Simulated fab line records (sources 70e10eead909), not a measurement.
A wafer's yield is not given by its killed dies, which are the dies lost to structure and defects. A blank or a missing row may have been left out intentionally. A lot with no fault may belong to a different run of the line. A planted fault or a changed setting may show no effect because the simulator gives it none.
Chamber matching	flow nand harc	4 sister chambers for NHARC_A_CONTACT_ALD_18 on ald metal-03
The step deposits TiN, target thk 3 nm, pulse time 1 s, ald cycles 150. 16 wafers are shown with their chamber, then 8 later ones without.

WAFERS WITH THEIR CHAMBER
wafer	chamber	heater power w (W)	precursor pulse height rel
L076.4	2	989	1.005
L076.5	1	1014	1.037
L076.6	0	1322	0.993
L079.4	1	1006	1.001
L079.5	3	1047	1.003
L079.6	2	1000	0.995
L082.1	2	976	1.018
L082.2	3	1067	1.035
L082.4	0	1304	1.000
L084.1	2	1000	0.989
L084.2	3	1048	0.995
L084.3	0	1336	1.003
L087.1	3	1050	1.022
L087.2	1	1032	1.019
L087.6	3	1047	0.992
L090.1	2	1002	1.002

SIGNATURES, as means of the wafers listed above
reading	chamber 0	chamber 1	chamber 2	chamber 3	scatter within a chamber
heater power w	1320.67	1017.33	993.40	1051.80	11.7
precursor pulse height rel	0.99867	1.01900	1.00180	1.00940	0.0146
Rule: for a wafer and a chamber, the distance is found by dividing, reading by reading, the gap between the wafer's reading and the chamber's mean by the reading's scatter, squaring, summing and taking the root. If the next closest chamber is less than 2 further off than the closest, the wafer can't be placed; otherwise it belongs to the closest. The scatter is the square root of a quotient: the sum, over the shown wafers, of each reading's squared deviation from its chamber's mean, divided by wafers minus chambers.

WAFERS WITHOUT THEIR CHAMBER
wafer	heater power w (W)	precursor pulse height rel
L090.5	1031	0.958
L090.6	1305	1.002
L096.2	1051	0.978
L096.4	1324	1.003
L096.5	935	0.985
L097.1	926	0.991
L097.2	1311	1.034
L097.3	1033	1.015

EACH ONE'S CHAMBER
wafer	from the rows above	in truth
L090.5	can't be placed: 3 or 1 or 2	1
L090.6	0	0
L096.2	can't be placed: 3 or 1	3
L096.4	0	0
L096.5	2	2
L097.1	2	2
L097.2	0	0
L097.3	can't be placed: 1 or 3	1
Placed correctly: 5 of 8. Not placeable from these rows: 3 (in 3, the candidates include the true chamber). Placed wrongly: 0.
